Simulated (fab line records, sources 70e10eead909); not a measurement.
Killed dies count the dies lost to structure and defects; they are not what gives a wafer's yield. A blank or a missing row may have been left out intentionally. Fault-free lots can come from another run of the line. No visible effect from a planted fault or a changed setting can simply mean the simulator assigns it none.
A struck lot beside a sound one	flow nand-harc	13 out of 1159 route steps
Sound: wafers L488.1, L488.5, L488.6. Wafers L495.1, L495.3 were the ones struck. At the end, the cause is stated.
Each step with rows lists, per side, the tool, then ch with its chambers, then its first start. Under that, the readings that differ: sound wafers	struck wafers	difference of the means	sigmas: that difference in standard deviations of wafers without a fault.
alike: a reading whose means differ by less than 2 such deviations, as well as words and numbers matching on both sides. not compared: withheld readings; readings where some wafer has no value; bounds like >300 that might hide an equal value; numbers whose values overlap and for which the record gives no deviation.
The two part at a step that has a row with sigmas, a row that says differs or no value, or rows on one side only. Non-overlapping numbers with no deviation appear without sigmas and do not part them. Lack of a reading on every wafer of one side parts them only where that side has two or more wafers.

first, 1 step without rows for these wafers: NHARC_A_WL_FILL_ALD_02 (deposits TiN, target thk 2 nm, pulse time 3 s, ald cycles 100).
NHARC_A_WL_FILL_CVD_03: deposits W, target thk 40 nm, time 3302 s.
  sound on cvd-w-01 ch 0,1, day 17 12:14; struck on cvd-w-02 ch 0, day 19 04:20
  alike: heater-power-w, mfc-wf6-sccm, throttle-valve-pct
NHARC_A_WL_FILL_ETCHBACK_04: etches the open film in NF3, target depth 60 nm, time 120 s.
  sound on rie-metal-01 ch 0,1, day 17 15:05; struck on rie-metal-01 ch 0, day 19 07:37
  alike: drypump-motor-current-A, oes-product-au
  not compared: rf-hours-counter-h
NHARC_A_WL_FILL_ETCHBACK_05: etches the open film in Cl2/BCl3, target depth 22 nm, time 60 s.
  sound on rie-metal-01 ch 0,1, day 17 15:21; struck on rie-metal-01 ch 0, day 19 07:52
  alike: drypump-motor-current-A, oes-product-au
  not compared: rf-hours-counter-h
NHARC_A_WL_FILL_STRIP_27: strips in N2/H2, time 20 s.
  sound on plasma-asher-02 ch 0,1, day 17 15:29; struck on plasma-asher-01 ch 0,1, day 19 08:00
reading	sound	struck	difference	sigmas
drypump-motor-current-A (A)	5.6 5.9 5.6	6.6 6.6	+0.9	+2
  alike: heater-power-w
  not compared: rf-hours-counter-h
then, 5 steps without rows for these wafers: NHARC_A_WL_FILL_STRIP_28 (strips in post etch residue remover, time 1200 s); NHARC_A_WL_FILL_PRECLEAN_06 (cleans in DIW, time 300 s); NHARC_A_WL_FILL_SRD_07; NHARC_A_WL_FILL_ANNEAL_08 (time 1800 s); NHARC_A_WL_FILL_ALD_10 (deposits SiO2, target thk 50 nm, pulse time 10 s, ald cycles 500).
NHARC_A_WL_FILL_ETCHBACK_16: etches the open film in C4F8/O2/Ar, target depth 88 nm, time 17.6 s.
  sound on rie-diel-12 ch 0,2,3, day 18 01:26; struck on rie-diel-12 ch 1,3, day 19 18:07
reading	sound	struck	difference	sigmas
oes-product-au (a.u.)	0.99 0.99 0.99	0.64 0.64	-0.35	-11
  alike: rf-vpp-V
  not compared: rf-hours-counter-h
NHARC_A_WL_FILL_STRIP_29: strips in O2, time 20 s.
  sound on rie-diel-12 ch 0,1, day 18 01:29; struck on rie-diel-12 ch 0,2, day 19 18:17
  alike: drypump-motor-current-A, oes-product-au, rf-vpp-V, showerhead-plenum-p-Torr, throttle-valve-pct
  not compared: rf-hours-counter-h
-- the record jumps here: 4 days lie between the struck wafers' starts before and after (it left off in module A_WL_FILL and takes up again in module END, whose first step shown is number 1159 of the route) --
NHARC_END_SORT_01:
  the record has rows for the struck wafers here (prober-02 ch 0, day 23 17:16) and none for the sound ones

== WHERE THEY PART ==
At NHARC_A_WL_FILL_STRIP_27 first; at NHARC_END_SORT_01 last (within this record only).

WHY: what the simulator had put in
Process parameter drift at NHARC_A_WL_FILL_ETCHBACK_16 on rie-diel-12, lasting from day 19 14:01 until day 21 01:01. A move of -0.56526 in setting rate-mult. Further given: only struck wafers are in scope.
